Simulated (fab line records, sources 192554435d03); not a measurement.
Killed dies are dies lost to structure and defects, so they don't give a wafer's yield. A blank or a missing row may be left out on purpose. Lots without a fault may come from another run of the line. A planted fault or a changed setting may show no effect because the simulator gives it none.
Which tool did it? | flow n5_finfet | 12 lots, 36 wafers sampled, at 2 steps of a route of 1938

WHAT THE GAUGES READ, wafer by wafer
N5_BEOL_M2_INSPECT_30: inspects for defects (brightfield).
lot  | measured     | on                | raw_defect_count
L075 | day 7 08:34  | defect_inspect-02 | 400 563 585
L078 | day 7 14:12  | defect_inspect-01 | 626 362 465
L079 | day 7 23:43  | defect_inspect-02 | 659 453 600
L081 | day 8 15:55  | defect_inspect-01 | 631 357 327
L083 | day 9 12:08  | defect_inspect-02 | 490 599 559
L085 | day 9 15:15  | defect_inspect-01 | 389 381 292
L087 | day 10 06:17 | defect_inspect-01 | 268 283 288
L088 | day 10 14:10 | defect_inspect-01 | 440 439 514
L091 | day 11 05:59 | defect_inspect-01 | 340 503 341
L093 | day 11 14:11 | defect_inspect-01 | 510 301 304
L095 | day 12 05:59 | defect_inspect-02 | 558 605 501
L097 | day 12 16:53 | defect_inspect-02 | 362 400 409

WHICH TOOL RAN EACH LOT (tool, then ch and the chambers of the sampled wafers, then the start)
lot  | N5_BEOL_M2_ETCH_63
L075 | rie_diel-05 ch 0,2,3, day 7 07:47
L078 | rie_diel-03 ch 2,3, day 7 13:24
L079 | rie_diel-03 ch 0,2,3, day 7 22:55
L081 | rie_diel-05 ch 2,3, day 8 15:07
L083 | rie_diel-04 ch 0,1, day 9 11:21
L085 | rie_diel-04 ch 0,3, day 9 14:28
L087 | rie_diel-03 ch 1,2, day 10 05:22
L088 | rie_diel-03 ch 0,1,2, day 10 13:22
L091 | rie_diel-05 ch 1,3, day 11 05:11
L093 | rie_diel-04 ch 1,2,3, day 11 13:23
L095 | rie_diel-04 ch 0,1,3, day 12 05:11
L097 | rie_diel-03 ch 0,3, day 12 16:03
- N5_BEOL_M2_ETCH_63: etches SiARC in CF4, target depth 15.6 nm, time 26 s.

THE ANSWER, worked out from the rows above alone
Rule: what is usual is taken from the lots themselves. Put in order of their means at a reading, lots are off if they are a third of the lots or fewer, leave a main group of 4 or more, and stand apart from it by a gap of 3 or more times the standard deviation of the main group's means; of several such gaps the widest counts. A main group whose means are all the same, to the digits that the tables above print for the reading, isn't used. A lot without any number at a reading at which 4 lots or more have one is off too. The other lots that the step has rows for count as sound.
No lot is off at any reading shown: from this, nothing can be told.

WHAT THE SIMULATOR HAD PUT IN
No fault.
